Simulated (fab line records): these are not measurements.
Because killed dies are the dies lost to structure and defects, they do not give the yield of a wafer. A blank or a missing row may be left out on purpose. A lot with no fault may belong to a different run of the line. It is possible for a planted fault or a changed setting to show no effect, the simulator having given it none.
Which of the tools did it?	flow n5 finfet	24 lots with 72 wafers sampled at 6 steps, on a route of 1938 steps

WHAT EACH GAUGE READ, for each wafer
Not one reading of a measure or inspect step in the record can be checked against a usual standard deviation.

WHAT TOOL EACH LOT RAN ON (gives the tool, then ch and the chambers of the sampled wafers, and finally the start)
lot	N5_BEOL_M9_HM_OPEN_17	N5_BEOL_M9_SURFACE_TREAT_79	N5_BEOL_M10_HM_DEP_02	N5_BEOL_M10_HM_OPEN_17	N5_BEOL_M10_SURFACE_TREAT_76	N5_BEOL_M11_ILD_DEP_00
L074	rie metal-01 ch 0,1, day 9 10:59	pvd sputter-03, day 9 15:55	pvd sputter-01, day 9 18:20	rie metal-02 ch 0,1, day 9 19:16	pvd sputter-03, day 9 22:20	pecvd-04 ch 1,2, day 9 23:42
L075	rie metal-03 ch 0,1, day 10 00:04	pvd sputter-02, day 10 04:13	pvd sputter-01, day 10 06:07	rie metal-01 ch 0,1, day 10 06:50	pvd sputter-01, day 10 12:09	pecvd-02 ch 0,2, day 10 13:46
L076	rie metal-03 ch 0,1, day 10 08:11	pvd sputter-03, day 10 12:08	pvd sputter-01, day 10 15:43	rie metal-03 ch 0,1, day 10 16:36	pvd sputter-02, day 10 19:20	pecvd-01 ch 0,1,2, day 10 20:37
L077	rie metal-01 ch 0,1, day 10 09:44	pvd sputter-03, day 10 12:10	pvd sputter-01, day 10 15:28	rie metal-03 ch 0,1, day 10 16:20	pvd sputter-02, day 10 19:22	pecvd-02 ch 0,2, day 10 20:52
L078	rie metal-01 ch 0, day 10 09:59	pvd sputter-03, day 10 12:39	pvd sputter-01, day 10 15:59	rie metal-01 ch 0,1, day 10 16:51	pvd sputter-01, day 10 19:53	pecvd-01 ch 1,2, day 10 21:47
L079	rie metal-01 ch 0,1, day 10 18:53	pvd sputter-03, day 10 21:07	pvd sputter-03, day 11 00:21	rie metal-03 ch 0,1, day 11 01:14	pvd sputter-01, day 11 04:32	pecvd-02 ch 0,1,2, day 11 06:22
L080	rie metal-03 ch 0,1, day 11 00:16	pvd sputter-03, day 11 04:23	pvd sputter-03, day 11 07:24	rie metal-01 ch 0,1, day 11 08:37	pvd sputter-03, day 11 13:25	pecvd-04 ch 1,2, day 11 14:46
L082	rie metal-02 ch 0, day 11 11:32	pvd sputter-02, day 11 15:23	pvd sputter-03, day 11 18:43	rie metal-03 ch 1, day 11 19:38	pvd sputter-01, day 11 23:11	pecvd-01 ch 0,2, day 12 00:50
L081	rie metal-02 ch 0,1, day 11 15:08	pvd sputter-02, day 11 19:25	pvd sputter-01, day 11 23:00	rie metal-02 ch 0,1, day 12 00:16	pvd sputter-03, day 12 03:53	pecvd-04 ch 1,2, day 12 05:53
L083	rie metal-03 ch 0,1, day 11 15:16	pvd sputter-02, day 11 19:40	pvd sputter-03, day 11 23:01	rie metal-01 ch 0,1, day 12 00:17	pvd sputter-03, day 12 04:21	pecvd-02 ch 0,2, day 12 06:01
L084	rie metal-01 ch 0,1, day 11 19:37	pvd sputter-01, day 11 22:44	pvd sputter-02, day 12 02:15	rie metal-01 ch 0,1, day 12 03:21	pvd sputter-02, day 12 06:00	pecvd-02 ch 0,1,2, day 12 07:32
L085	rie metal-02 ch 0,1, day 12 08:21	pvd sputter-01, day 12 13:52	pvd sputter-03, day 12 17:39	rie metal-01 ch 0,1, day 12 18:23	pvd sputter-02, day 12 20:59	pecvd-02 ch 0,2, day 13 00:05
L088	rie metal-03 ch 0,1, day 12 18:26	pvd sputter-02, day 12 21:01	pvd sputter-03, day 13 02:22	rie metal-03 ch 0,1, day 13 03:13	pvd sputter-02, day 13 06:09	pecvd-02 ch 0,1,2, day 13 08:22
L087	rie metal-02 ch 0,1, day 12 18:42	pvd sputter-02, day 12 23:13	pvd sputter-03, day 13 02:28	rie metal-02 ch 0,1, day 13 03:51	pvd sputter-01, day 13 06:36	pecvd-01 ch 0,1,2, day 13 08:54
L086	rie metal-03 ch 0,1, day 12 18:49	pvd sputter-02, day 12 23:16	pvd sputter-03, day 13 02:46	rie metal-01 ch 0,1, day 13 04:07	pvd sputter-01, day 13 06:59	pecvd-04 ch 1,2, day 13 08:44
L089	rie metal-03 ch 1, day 13 15:17	pvd sputter-01, day 13 18:03	pvd sputter-03, day 13 20:40	rie metal-01 ch 1, day 13 21:54	pvd sputter-02, day 14 04:05	pecvd-02 ch 0,1,2, day 14 05:20
L090	rie metal-01 ch 0,1, day 13 19:11	pvd sputter-03, day 13 21:22	pvd sputter-01, day 14 00:02	rie metal-01 ch 0,1, day 14 01:02	pvd sputter-02, day 14 03:18	pecvd-01 ch 0,1,2, day 14 04:46
L091	rie metal-01 ch 0,1, day 13 21:28	pvd sputter-01, day 14 01:41	pvd sputter-02, day 14 05:25	rie metal-02 ch 0,1, day 14 06:18	pvd sputter-03, day 14 09:13	pecvd-02 ch 0,2, day 14 12:22
L093	rie metal-01 ch 0,1, day 14 03:05	pvd sputter-01, day 14 06:58	pvd sputter-01, day 14 11:19	rie metal-02 ch 0, day 14 12:20	pvd sputter-02, day 14 15:09	pecvd-02 ch 0,1, day 14 16:52
L092	rie metal-03 ch 0,1, day 14 09:04	pvd sputter-01, day 14 13:48	pvd sputter-02, day 14 17:27	rie metal-01 ch 0,1, day 14 18:11	pvd sputter-01, day 14 21:23	pecvd-02 ch 0,1,2, day 15 00:14
L094	rie metal-02 ch 0,1, day 14 15:23	pvd sputter-01, day 14 18:35	pvd sputter-01, day 14 20:52	rie metal-02 ch 0,1, day 14 22:01	pvd sputter-01, day 15 01:18	pecvd-04 ch 0,1,2, day 15 02:43
L095	rie metal-03 ch 0,1, day 14 18:13	pvd sputter-01, day 14 23:45	pvd sputter-02, day 15 03:12	rie metal-01 ch 0,1, day 15 03:56	pvd sputter-02, day 15 06:28	pecvd-04 ch 0,2, day 15 07:41
L097	rie metal-02 ch 0,1, day 15 04:40	pvd sputter-02, day 15 07:18	pvd sputter-03, day 15 09:52	rie metal-03 ch 0,1, day 15 10:49	pvd sputter-01, day 15 14:23	pecvd-02 ch 1,2, day 15 17:18
L096	rie metal-02 ch 0,1, day 15 10:33	pvd sputter-01, day 15 14:16	pvd sputter-02, day 15 22:07	rie metal-03 ch 1, day 15 22:58	pvd sputter-02, day 16 01:58	pecvd-04 ch 0,1, day 16 03:40
- N5_BEOL_M9_HM_OPEN_17: chemistry Cl2/BCl3, target TiN, target depth 20 nm, overetch 6 nm.
- N5_BEOL_M9_SURFACE_TREAT_79
- N5_BEOL_M10_HM_DEP_02: deposits TiN, target thk 20 nm.
- N5_BEOL_M10_HM_OPEN_17: chemistry Cl2/BCl3, target TiN, target depth 20 nm, overetch 6 nm.
- N5_BEOL_M10_SURFACE_TREAT_76
- N5_BEOL_M11_ILD_DEP_00: deposits SiCOH lowk from DEMS/porogen, target thk 308.51 nm, time 58 s.

AS READ BY THE TOOLS THEMSELVES (means over the sampled wafers that have a number; for cases with no such wafer, the mark the record gives instead)
N5_BEOL_M9_HM_OPEN_17. Usual: bcl3 flow sccm 21.75 sccm, standard deviation 0.076; bias w 125.9 W, standard deviation 0.37; drypump motor current A 6.0 A, standard deviation 0.48; oes_ar_750_au 0.77 a.u., standard deviation 0.073; oes product au 0.66 a.u., standard deviation 0.065; throttle valve pct 22.17 %, standard deviation 0.17.
lot	tool	bcl3 flow sccm (sccm)	bias w (W)	drypump motor current A (A)	oes_ar_750_au (a.u.)	oes product au (a.u.)	throttle valve pct (%)	flag
L074	rie metal-01	21.77	125.9	5.8	0.74	0.65	22.18	
L075	rie metal-03	21.78	125.5	5.9	0.81	0.69	22.14	
L076	rie metal-03	21.76	125.9	5.9	0.81	0.70	22.12	
L077	rie metal-01	21.69	126.1	5.7	0.74	0.63	22.21	
L078	rie metal-01	21.76	126.1	6.1	0.65	0.55	22.32	
L079	rie metal-01	21.82	126.1	5.7	0.74	0.63	22.20	
L080	rie metal-03	21.74	126.5	5.6	0.86	0.73	22.20	
L082	rie metal-02	21.69	126.2	6.6	0.79	0.68	22.34	
L081	rie metal-02	21.76	125.8	6.6	0.79	0.67	22.16	
L083	rie metal-03	21.71	125.8	5.9	0.80	0.69	22.14	
L084	rie metal-01	21.81	126.1	5.7	0.73	0.64	22.20	
L085	rie metal-02	21.76	126.1	6.6	0.79	0.67	22.18	
L088	rie metal-03	21.82	125.9	5.6	0.83	0.71	22.20	
L087	rie metal-02	21.74	125.9	6.6	0.79	0.67	21.99	
L086	rie metal-03	21.71	126.1	5.6	0.83	0.71	22.21	
L089	rie metal-03	21.68	125.9	5.3	0.87	0.75	22.25	
L090	rie metal-01	21.74	125.9	5.7	0.72	0.62	22.22	
L091	rie metal-01	21.74	126.2	5.7	0.72	0.62	22.20	
L093	rie metal-01	21.81	125.9	5.8	0.72	0.62	22.20	
L092	rie metal-03	21.76	126.0	5.9	0.77	0.66	22.15	
L094	rie metal-02	21.79	125.7	6.5	0.78	0.66	22.01	
L095	rie metal-03	21.70	126.0	5.9	0.78	0.67	22.16	
L097	rie metal-02	21.75	125.8	6.5	0.78	0.65	22.03	
L096	rie metal-02	21.74	126.1	6.5	0.78	0.65	22.02	

N5_BEOL_M9_SURFACE_TREAT_79. Usual: ar flow sccm at 29.99 sccm, with a standard deviation of 0.082.
lot	tool	ar flow sccm (sccm)	flag
L074	pvd sputter-03	29.99	
L075	pvd sputter-02	30.01	
L076	pvd sputter-03	30.06	
L077	pvd sputter-03	29.95	
L078	pvd sputter-03	29.99	
L079	pvd sputter-03	29.99	
L080	pvd sputter-03	30.01	
L082	pvd sputter-02	29.89	
L081	pvd sputter-02	29.92	
L083	pvd sputter-02	30.00	
L084	pvd sputter-01	30.03	
L085	pvd sputter-01	29.94	
L088	pvd sputter-02	29.90	
L087	pvd sputter-02	29.99	
L086	pvd sputter-02	30.01	
L089	pvd sputter-01	29.95	
L090	pvd sputter-03	30.02	
L091	pvd sputter-01	29.92	
L093	pvd sputter-01	30.05	
L092	pvd sputter-01	30.05	
L094	pvd sputter-01	30.10	
L095	pvd sputter-01	29.99	
L097	pvd sputter-02	30.07	
L096	pvd sputter-01	29.95	

N5_BEOL_M10_HM_DEP_02. Usual: throttle valve pct at 29.4 %, with a standard deviation of 0.94.
lot	tool	throttle valve pct (%)	flag
L074	pvd sputter-01	28.5	
L075	pvd sputter-01	29.8	
L076	pvd sputter-01	28.6	
L077	pvd sputter-01	29.6	
L078	pvd sputter-01	30.4	
L079	pvd sputter-03	29.3	
L080	pvd sputter-03	29.5	
L082	pvd sputter-03	29.9	
L081	pvd sputter-01	30.1	
L083	pvd sputter-03	29.8	
L084	pvd sputter-02	29.6	
L085	pvd sputter-03	29.1	
L088	pvd sputter-03	29.6	
L087	pvd sputter-03	29.2	
L086	pvd sputter-03	29.5	
L089	pvd sputter-03	29.1	
L090	pvd sputter-01	30.9	
L091	pvd sputter-02	29.5	
L093	pvd sputter-01	28.3	
L092	pvd sputter-02	29.2	
L094	pvd sputter-01	29.4	
L095	pvd sputter-02	29.1	
L097	pvd sputter-03	29.1	
L096	pvd sputter-02	29.5	

N5_BEOL_M10_HM_OPEN_17. Usual: bcl3 flow sccm 21.74 sccm, standard deviation 0.065; bias w 126.0 W, standard deviation 0.37; drypump motor current A 6.0 A, standard deviation 0.45; oes_ar_750_au 0.76 a.u., standard deviation 0.075; oes product au 0.64 a.u., standard deviation 0.066; throttle valve pct 22.19 %, standard deviation 0.16.
lot	tool	bcl3 flow sccm (sccm)	bias w (W)	drypump motor current A (A)	oes_ar_750_au (a.u.)	oes product au (a.u.)	throttle valve pct (%)	flag
L074	rie metal-02	21.69	126.1	6.6	0.80	0.68	21.99	
L075	rie metal-01	21.75	126.0	5.9	0.70	0.60	22.26	
L076	rie metal-03	21.78	126.2	5.9	0.80	0.69	22.12	
L077	rie metal-03	21.77	126.3	5.5	0.86	0.73	22.19	
L078	rie metal-01	21.81	126.1	5.9	0.69	0.60	22.26	
L079	rie metal-03	21.76	125.8	5.9	0.81	0.69	22.15	
L080	rie metal-01	21.73	126.5	5.9	0.70	0.59	22.27	
L082	rie metal-03	21.82	126.0	5.3	0.90	0.75	22.27	
L081	rie metal-02	21.72	126.2	6.6	0.79	0.67	22.18	
L083	rie metal-01	21.77	125.8	5.7	0.73	0.62	22.22	
L084	rie metal-01	21.75	125.8	5.7	0.73	0.62	22.21	
L085	rie metal-01	21.65	126.0	5.9	0.69	0.58	22.29	
L088	rie metal-03	21.81	125.7	5.6	0.83	0.70	22.21	
L087	rie metal-02	21.75	125.5	6.6	0.78	0.67	22.18	
L086	rie metal-01	21.72	126.0	5.7	0.72	0.62	22.22	
L089	rie metal-01	21.74	125.6	5.6	0.76	0.66	22.15	
L090	rie metal-01	21.75	126.3	5.8	0.72	0.62	22.22	
L091	rie metal-02	21.74	126.0	6.6	0.77	0.66	22.19	
L093	rie metal-02	21.77	125.7	6.6	0.77	0.66	22.37	
L092	rie metal-01	21.77	125.7	5.9	0.67	0.57	22.30	
L094	rie metal-02	21.73	126.4	6.6	0.77	0.66	22.19	
L095	rie metal-01	21.72	125.7	5.9	0.67	0.57	22.30	
L097	rie metal-03	21.78	126.2	5.9	0.77	0.66	22.16	
L096	rie metal-03	21.66	125.9	5.3	0.85	0.72	22.29	

N5_BEOL_M10_SURFACE_TREAT_76. Usual: ar flow sccm at 30.02 sccm, with a standard deviation of 0.089.
lot	tool	ar flow sccm (sccm)	flag
L074	pvd sputter-03	29.98	
L075	pvd sputter-01	30.12	
L076	pvd sputter-02	30.06	
L077	pvd sputter-02	29.92	
L078	pvd sputter-01	30.12	
L079	pvd sputter-01	30.03	
L080	pvd sputter-03	29.97	
L082	pvd sputter-01	30.05	
L081	pvd sputter-03	29.96	
L083	pvd sputter-03	29.97	
L084	pvd sputter-02	29.94	
L085	pvd sputter-02	30.03	
L088	pvd sputter-02	29.98	
L087	pvd sputter-01	30.04	
L086	pvd sputter-01	30.07	
L089	pvd sputter-02	30.11	
L090	pvd sputter-02	29.98	
L091	pvd sputter-03	29.85	
L093	pvd sputter-02	30.11	
L092	pvd sputter-01	30.00	
L094	pvd sputter-01	30.00	
L095	pvd sputter-02	30.02	
L097	pvd sputter-01	30.06	
L096	pvd sputter-02	30.03	

N5_BEOL_M11_ILD_DEP_00. Usual: heater power w 314 W, standard deviation 41; showerhead plenum p Torr 5.745 Torr, standard deviation 0.018; throttle valve pct 13.8 %, standard deviation 0.69.
lot	tool	heater power w (W)	showerhead plenum p Torr (Torr)	throttle valve pct (%)	flag
L074	pecvd-04	284	5.744	14.2	
L075	pecvd-02	330	5.738	13.4	
L076	pecvd-01	316	5.738	13.8	
L077	pecvd-02	337	5.746	13.4	
L078	pecvd-01	307	5.753	13.6	
L079	pecvd-02	352	5.757	13.4	
L080	pecvd-04	268	5.728	14.6	
L082	pecvd-01	341	5.754	13.4	
L081	pecvd-04	273	5.732	14.8	
L083	pecvd-02	341	5.753	13.3	
L084	pecvd-02	351	5.746	13.5	
L085	pecvd-02	365	5.761	13.6	
L088	pecvd-02	353	5.750	13.5	
L087	pecvd-01	306	5.749	13.7	
L086	pecvd-04	278	5.755	14.4	
L089	pecvd-02	336	5.745	13.3	
L090	pecvd-01	320	5.751	13.7	
L091	pecvd-02	337	5.745	13.3	
L093	pecvd-02	354	5.752	13.9	
L092	pecvd-02	327	5.742	13.4	
L094	pecvd-04	276	5.737	14.3	
L095	pecvd-04	296	5.750	14.0	
L097	pecvd-02	355	5.744	13.2	
L096	pecvd-04	258	5.727	14.7	

THE ANSWER, worked out from the rows above alone
Rule: a lot counts as off when the mean over its wafers that have a number is more than 3 standard deviations away from the usual mean. Also off: a lot with no number at a reading for which 4 or more lots have one. Any other lot the step has rows for is counted as sound. First the gauges in route order, then the tools' own readings, where a lot's mean is used as printed above. At the first step where some lot is off, the reading lying furthest off is the one used; lots without a number count as furthest.
Across all readings shown, no lot is off: no conclusion can be drawn from this.

WHAT THE SIMULATOR HAD INSERTED
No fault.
